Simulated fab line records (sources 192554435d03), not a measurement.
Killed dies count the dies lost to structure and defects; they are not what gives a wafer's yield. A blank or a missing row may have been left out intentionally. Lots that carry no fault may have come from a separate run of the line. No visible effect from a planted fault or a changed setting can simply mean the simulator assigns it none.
Matching of chambers	flow n5Finfet	rieDiel-01 running N5_BEOL_M6_STRIP_67: 4 sister chambers
The step strips in CF4. 16 wafers are shown with their chamber, then 8 later ones without.

## EACH WAFER AND ITS CHAMBER
wafer	chamber	showerheadPlenumPTorr (Torr)	drypumpMotorCurrentA (A)	throttleValvePct (%)
L081.1	2	1.77	6.2	13.59
L081.4	0	1.73	6.0	13.30
L081.6	1	1.77	6.0	13.79
L084.1	0	1.73	6.1	13.34
L084.4	1	1.77	6.0	13.22
L084.5	0	1.73	6.1	13.35
L086.1	0	1.73	6.0	13.35
L086.4	2	1.76	6.2	13.62
L086.5	2	1.76	6.2	13.63
L087.3	2	1.76	6.2	13.63
L087.4	1	1.76	5.9	13.23
L087.6	3	1.73	5.7	13.84
L089.1	1	1.76	6.0	13.23
L089.2	3	1.73	5.7	13.85
L089.4	2	1.76	6.2	13.63
L094.1	1	1.76	5.9	13.29

SIGNATURES, as means of the wafers listed above
reading	chamber 0	chamber 1	chamber 2	chamber 3	scatter within a chamber
showerheadPlenumPTorr	1.7300	1.7640	1.7620	1.7300	0.00408
drypumpMotorCurrentA	6.050	5.960	6.200	5.700	0.0428
throttleValvePct	13.3350	13.3520	13.6200	13.8450	0.143
Rule: for a wafer and a chamber, the distance is found by dividing, reading by reading, the gap between the wafer's reading and the chamber's mean by the reading's scatter, squaring, summing and taking the root. If the next closest chamber is less than 2 further off than the closest, the wafer can't be placed; otherwise it belongs to the closest. The scatter is the square root of a quotient: the sum, over the shown wafers, of each reading's squared deviation from its chamber's mean, divided by wafers minus chambers.

## WAFERS WITH NO CHAMBER GIVEN
wafer	showerheadPlenumPTorr (Torr)	drypumpMotorCurrentA (A)	throttleValvePct (%)
L094.4	1.73	5.7	13.90
L094.6	1.73	5.7	13.91
L095.2	1.76	6.2	13.09
L095.3	1.72	6.1	13.39
L095.6	1.76	6.2	13.09
L093.3	1.76	6.0	13.27
L093.4	1.76	6.2	13.09
L093.6	1.76	5.9	13.26

## WHICH CHAMBER EACH WENT THROUGH
wafer	from the rows above	in truth
L094.4	3	3
L094.6	3	3
L095.2	2	2
L095.3	0	0
L095.6	2	2
L093.3	1	1
L093.4	2	2
L093.6	1	1
8 of 8 placed correctly. Number that these rows cannot place: 0. Wrongly placed: 0.
